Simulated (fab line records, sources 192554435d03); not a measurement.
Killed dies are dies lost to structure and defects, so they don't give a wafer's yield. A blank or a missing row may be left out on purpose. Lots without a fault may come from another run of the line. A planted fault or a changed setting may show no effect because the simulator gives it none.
Which tool did it? | flow n5_finfet | 12 lots, 36 wafers sampled, at 4 steps of a route of 1938

WHAT THE GAUGES READ, wafer by wafer
N5_BEOL_M4_THK_MEAS_01.
lot  | measured     | on            | M4_ILD_THK (nm)
L075 | day 7 17:49  | film_metro-01 | 78.6 80.3 80.6
L076 | day 8 05:04  | film_metro-02 | 78.3 77.6 79.0
L079 | day 8 16:34  | film_metro-02 | 76.7 77.1 77.3
L081 | day 9 06:43  | film_metro-01 | 78.5 77.6 78.2
L083 | day 10 04:22 | film_metro-01 | 77.6 78.5 78.1
L085 | day 10 17:06 | film_metro-01 | 79.7 78.4 80.0
L087 | day 10 23:22 | film_metro-02 | 78.4 77.8 79.0
L089 | day 11 09:22 | film_metro-02 | 77.5 79.1 79.5
L092 | day 12 07:11 | film_metro-01 | 79.2 79.7 79.6
L094 | day 12 16:47 | film_metro-02 | 78.2 78.6 80.0
L096 | day 13 01:50 | film_metro-01 | 79.1 79.2 80.8
L091 | day 13 19:16 | film_metro-01 | 78.4 79.9 80.6

WHICH TOOL RAN EACH LOT (tool, then ch and the chambers of the sampled wafers, then the start)
lot  | N5_BEOL_M3_SPUTTER_81        | N5_BEOL_M3_SPUTTER_94        | N5_BEOL_M3_DEP_57
L075 | pvd_sputter-02, day 7 15:14  | pvd_sputter-02, day 7 16:20  | pecvd-03 ch 0,1, day 7 17:36
L076 | pvd_sputter-03, day 8 02:14  | pvd_sputter-03, day 8 03:20  | pecvd-03 ch 0,1, day 8 04:52
L079 | pvd_sputter-02, day 8 13:41  | pvd_sputter-02, day 8 14:47  | pecvd-03 ch 0,1,2, day 8 16:22
L081 | pvd_sputter-01, day 9 04:13  | pvd_sputter-01, day 9 05:19  | pecvd-02 ch 0,2, day 9 06:31
L083 | pvd_sputter-01, day 10 01:50 | pvd_sputter-01, day 10 02:56 | pecvd-01 ch 0,1, day 10 04:08
L085 | pvd_sputter-03, day 10 14:36 | pvd_sputter-03, day 10 15:42 | pecvd-03 ch 0,2, day 10 16:54
L087 | pvd_sputter-01, day 10 20:53 | pvd_sputter-01, day 10 21:59 | pecvd-02 ch 0,1,2, day 10 23:11
L089 | pvd_sputter-03, day 11 06:49 | pvd_sputter-03, day 11 07:55 | pecvd-03 ch 0,2, day 11 09:08
L092 | pvd_sputter-01, day 12 04:40 | pvd_sputter-01, day 12 05:46 | pecvd-02 ch 1,2, day 12 06:59
L094 | pvd_sputter-01, day 12 14:17 | pvd_sputter-01, day 12 15:23 | pecvd-01 ch 1,2, day 12 16:35
L096 | pvd_sputter-01, day 12 23:20 | pvd_sputter-01, day 13 00:26 | pecvd-01 ch 1,2, day 13 01:39
L091 | pvd_sputter-02, day 13 16:44 | pvd_sputter-02, day 13 17:50 | pecvd-03 ch 0,1, day 13 19:04
- N5_BEOL_M3_SPUTTER_81: material Cu, target thk 4.5 nm, time 8.29 s.
- N5_BEOL_M3_SPUTTER_94: material Cu, target thk 4.5 nm, time 8.29 s.
- N5_BEOL_M3_DEP_57: deposits SiCN from 3MS/NH3, target thk 8 nm, time 14 s.

THE ANSWER, worked out from the rows above alone
Rule: what is usual is taken from the lots themselves. Put in order of their means at a reading, lots are off if they are a third of the lots or fewer, leave a main group of 4 or more, and stand apart from it by a gap of 3 or more times the standard deviation of the main group's means; of several such gaps the widest counts. A main group whose means are all the same, to the digits that the tables above print for the reading, isn't used. A lot without any number at a reading at which 4 lots or more have one is off too. The other lots that the step has rows for count as sound.
No lot is off at any reading shown: from this, nothing can be told.

WHAT THE SIMULATOR HAD PUT IN
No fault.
